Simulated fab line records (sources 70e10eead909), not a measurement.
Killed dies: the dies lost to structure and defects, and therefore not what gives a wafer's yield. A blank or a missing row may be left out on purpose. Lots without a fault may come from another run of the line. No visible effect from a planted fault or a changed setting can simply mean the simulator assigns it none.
Matching of chambers | flow nandHarc | rieDiel-12 running NHARC_A_STAIRCASE_TRIM_20: 4 sister chambers
The step chemistry O2, time 211.2 s. 4 wafers are shown with their chamber, then 12 later ones without.

## EACH WAFER AND ITS CHAMBER
wafer  | chamber | drypumpMotorCurrentA (A)
L087.4 | 0       | 5.7
L089.2 | 3       | 6.5
L089.4 | 2       | 6.3
L089.6 | 1       | 5.9

## WAFERS WITHOUT THEIR CHAMBER
wafer  | drypumpMotorCurrentA (A)
L091.1 | 6.5
L091.2 | 5.9
L091.5 | 6.3
L092.2 | 6.3
L092.3 | 5.6
L092.6 | 6.5
L093.1 | 6.5
L093.2 | 6.3
L093.4 | 5.7
L095.2 | 5.7
L095.4 | 6.3
L095.6 | 5.6

## CHAMBER TAKEN BY EACH
wafer  | from the rows above | in truth
L091.1 | 3                   | 3
L091.2 | 1                   | 1
L091.5 | 2                   | 2
L092.2 | 2                   | 2
L092.3 | 0                   | 0
L092.6 | 3                   | 3
L093.1 | 3                   | 3
L093.2 | 2                   | 2
L093.4 | 0                   | 0
L095.2 | 0                   | 0
L095.4 | 2                   | 2
L095.6 | 0                   | 0
Placed correctly: 12 of 12. Left unplaced by these rows: 0. Number placed wrongly: 0.
How it was worked out, from the rows above alone: a wafer's distance from a chamber is the root of the sum, over the readings, of the square of ((its reading less the chamber's mean) divided by the reading's scatter). The wafer belongs to the nearest chamber; if the next one is less than 2 further off, it can't be placed. The mean given for a chamber averages the wafers shown for that chamber. The scatter: with one shown wafer a chamber, the root of the mean of the squares of how far each hidden wafer lies from its nearest shown one.
